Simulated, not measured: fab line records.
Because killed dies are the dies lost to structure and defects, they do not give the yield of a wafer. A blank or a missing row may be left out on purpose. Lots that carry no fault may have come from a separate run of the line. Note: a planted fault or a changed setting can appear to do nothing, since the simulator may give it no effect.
Which of the tools did it? ; flow nand_harc ; 21 wafers from 7 lots sampled at 4 of the route's 1302 steps

== WHAT THE GAUGES READ, wafer by wafer ==
NHARC_END_SORT_01.
lot;measured;on;killed_at_array
L546;day 27 01:09;prober-02;117 144 151

== WHICH TOOL RAN EACH LOT (tool, then ch and the chambers of the sampled wafers, then the start) ==
lot;NHARC_A_CONTACT_ETCH_112;NHARC_A_BONDPAD_ANNEAL_28;NHARC_THIN_TSV_ETCH_36
L541;har_cap_etch-03 ch 0,1, day 21 17:46;rtp_anneal-02 ch 0, day 23 08:09;rie_metal-01 ch 0,1, day 24 03:48
L546;har_cap_etch-02 ch 0,1, day 24 05:07;rtp_anneal-01 ch 0, day 25 21:50;rie_metal-02 ch 0,1, day 26 17:09
L553;har_cap_etch-03 ch 0,1, day 26 03:46;rtp_anneal-02 ch 0, day 27 22:19;rie_metal-01 ch 0,1, day 28 19:01
L555;har_cap_etch-03 ch 0,1, day 27 02:48;rtp_anneal-01 ch 0, day 28 17:21;rie_metal-03 ch 0,1, day 29 14:08
L556;har_cap_etch-02 ch 0,1, day 28 03:47;rtp_anneal-02 ch 0, day 29 17:39;rie_metal-02 ch 0,1, day 30 14:32
L560;har_cap_etch-01 ch 0,1, day 29 13:49;rtp_anneal-02 ch 0, day 31 03:41;rie_metal-01 ch 0,1, day 31 21:28
L561;har_cap_etch-02 ch 1, day 30 04:14;rtp_anneal-02 ch 0, day 31 20:59;rie_metal-02 ch 0,1, day 32 19:08
- NHARC_A_CONTACT_ETCH_112: etches the open film in C4F8/O2/Ar, time 190 s, target depth 1850 nm.
- NHARC_A_BONDPAD_ANNEAL_28: time 90 s.
- NHARC_THIN_TSV_ETCH_36: etches the open film in Cl2/BCl3, target depth 65 nm, time 18.571 s.

== THE ANSWER, worked out from the rows above alone ==
Rule: what is usual is taken from the lots themselves. The widest of any qualifying gaps counts: lots, ordered by their means at a reading, are off when they make up no more than a third of the lots, leave a main group of 4 or more, and stand apart from it by 3 or more times the standard deviation of that group's means. A main group is skipped when, at the precision printed for the reading in the tables above, its means are all equal. Also off: a lot with no number at a reading for which 4 or more lots have one. Any other lot the step has rows for is counted as sound.
None of the lots is off at any reading shown; this tells nothing.

== WHAT THE SIMULATOR HAD INSERTED ==
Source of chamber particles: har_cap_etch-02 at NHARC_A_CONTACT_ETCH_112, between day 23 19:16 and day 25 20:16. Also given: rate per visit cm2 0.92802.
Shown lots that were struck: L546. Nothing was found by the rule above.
